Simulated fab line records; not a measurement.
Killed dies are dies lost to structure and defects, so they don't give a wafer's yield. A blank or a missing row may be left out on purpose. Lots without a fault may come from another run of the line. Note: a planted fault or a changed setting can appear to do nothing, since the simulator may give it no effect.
A struck lot beside a sound one + flow n5 finfet + 18 out of 1938 route steps
Sound: these wafers, L127.3, L127.5, L127.6. Struck: wafer L133.5 (L133.2, L133.6, from the same lot, were not struck and are left out); the cause is given at the end.
For every step that has rows: the tool of each side, followed by ch and its chambers, followed by its first start. Under that, the readings that differ: sound wafers + struck wafers + difference of the means + sigmas: that difference in standard deviations of wafers without a fault.
alike: same words and numbers on both sides, and readings whose means sit less than 2 such deviations apart. not compared: any withheld reading, any reading some wafer has no value for, any bound like >300 that may hide the same value, and any number with overlapping values for which the record gives no deviation.
Wherever a step has rows on one side only, a row that says differs or no value, or a row with sigmas, the two part there. Non-overlapping numbers with no deviation appear without sigmas and do not part them. A reading that every wafer of one side lacks parts them only if that side has two wafers or more.

first, 9 steps without rows for these wafers: N5_PMOS_HMC_CHANNEL_EPI_HM_DEP_34 (deposits SiO2 from TEOS/O2, target thk 36 nm, time 6.9 s); N5_PMOS_HMC_CHANNEL_EPI_COAT_31 (time 60 s, resist thk 66 nm); N5_PMOS_HMC_CHANNEL_EPI_COAT_03 (resist thk 205 nm); N5_PMOS_HMC_CHANNEL_EPI_EBR_05; N5_PMOS_HMC_CHANNEL_EPI_SOFTBAKE_04 (time 60 s); N5_PMOS_HMC_CHANNEL_EPI_EXPOSE_06 (exposes mask PMOS HMC BLK, target cd 240 nm); N5_PMOS_HMC_CHANNEL_EPI_PEB_07 (peb time 60 s); N5_PMOS_HMC_CHANNEL_EPI_DEVELOP_08 (develop time 30 s); N5_PMOS_HMC_CHANNEL_EPI_DESCUM_14 (chemistry O2, time 7.9 s).
N5_PMOS_HMC_CHANNEL_EPI_ETCH_32: etches BARC in N2/H2, stops on SiO2, target depth 85.8 nm, time 50.3 s.
  sound on rie diel-06 ch 0,1,3, day 3 17:13; struck on rie diel-06 ch 0, day 5 05:31
| reading                                                         | sound             | struck | difference | sigmas |
|-----------------------------------------------------------------|-------------------|--------|------------|--------|
| model.CAR-ArF-block_of_PMOS_HMC_CHANNEL_EPI_COAT_03.thk nm (nm) | 133.7 134.8 132.6 | 114.6  | -19.1      |        |
| model.PMOS_HMC_CHANNEL_EPI.cd nm (nm)                           | 239.2 238.2 240.4 | 242.7  | +3.4       |        |
  alike: drypump motor current A, oes product au, rf vpp V, showerhead plenum p Torr, throttle valve pct
  not compared: rf hours counter h
N5_PMOS_HMC_CHANNEL_EPI_HM_OPEN_15: chemistry CHF3/O2, target SiO2, target depth 40.6 nm, time 20.3 s.
  sound on rie diel-06 ch 0,1,3, day 3 17:16; struck on rie diel-06 ch 0, day 5 05:33
| reading                                                         | sound            | struck | difference | sigmas |
|-----------------------------------------------------------------|------------------|--------|------------|--------|
| model.CAR-ArF-block_of_PMOS_HMC_CHANNEL_EPI_COAT_03.thk nm (nm) | 93.51 94.34 90.8 | 74.37  | -18.51     |        |
  alike: drypump motor current A, oes product au, rf vpp V, showerhead plenum p Torr, throttle valve pct
  not compared: rf hours counter h
then, 3 steps without rows for these wafers: N5_PMOS_HMC_CHANNEL_EPI_STRIP_33 (strips in N2/H2); N5_PMOS_HMC_CHANNEL_EPI_STRIP_17 (strips in SPM, time 750 s); N5_PMOS_HMC_CHANNEL_EPI_ETCH_38 (etches SiO2 in CF4, target depth 1.5 nm).
N5_PMOS_HMC_CHANNEL_EPI_FIN_RECESS_16: chemistry HBr/Cl2, target Si, target depth 54 nm, time 18 s.
  sound on rie si-02 ch 0,3, day 3 17:38; struck on rie si-03 ch 1, day 5 05:56
| reading                               | sound             | struck | difference | sigmas |
|---------------------------------------|-------------------|--------|------------|--------|
| oes product au (a.u.)                 | 0.986 0.990 1.013 | 0.964  | -0.032     | -2     |
| model.PMOS_HMC_CHANNEL_EPI.cd nm (nm) | 239.2 238.3 240.3 | 242.7  | +3.4       |        |
  alike: drypump motor current A, throttle valve pct
  not compared: rf hours counter h
then, 1 step without rows for these wafers: N5_PMOS_HMC_CHANNEL_EPI_PRECLEAN_36 (cleans in O3/DIW, time 45 s).
-- the record jumps here: 6 days lie between the struck wafers' starts before and after (it left off in module PMOS_HMC_CHANNEL_EPI and takes up again in module BEOL_M4, whose first step shown is number 1111 of the route) --
N5_BEOL_M4_RC_MEAS_101:
  sound on prober-01 ch 0, day 9 20:51; struck on prober-01 ch 0, day 11 15:24
| reading        | sound             | struck | difference | sigmas |
|----------------|-------------------|--------|------------|--------|
| DIBL_P (mV/V)  | 34.1 33.1 35.9    | 40.3   | +5.9       | +3     |
| IOFF_N (nA/um) | 0.138 0.119 0.148 | 0.212  | +0.077     | +3     |
| IOFF_P (nA/um) | 0.15 0.14 0.18    | 0.31   | +0.15      | +4     |
| ION_P (uA/um)  | 449 447 458       | 476    | +25        | +3     |
| VT_N (mV)      | 253.4 253.1 249.8 | 245.3  | -6.8       | -2     |
| VT_P (mV)      | -258 -257 -255    | -244   | +13        | +4     |
  alike: DIBL_N, ION_N, SS_N, SS_P
-- record jumps: 4 days separate the struck wafers' starts on either side; left off in module BEOL_M4, taken up again in module PASSIVATION, whose first shown step is the route's number 1936 --
N5_PASSIVATION_PROBE_49:
  the record has rows for the struck wafers here (prober-01, day 16 02:29) and none for the sound ones

WHERE THEY PART
First at N5_PMOS_HMC_CHANNEL_EPI_FIN_RECESS_16; last, within this record, at N5_PASSIVATION_PROBE_49.

WHY: what the simulator had put in
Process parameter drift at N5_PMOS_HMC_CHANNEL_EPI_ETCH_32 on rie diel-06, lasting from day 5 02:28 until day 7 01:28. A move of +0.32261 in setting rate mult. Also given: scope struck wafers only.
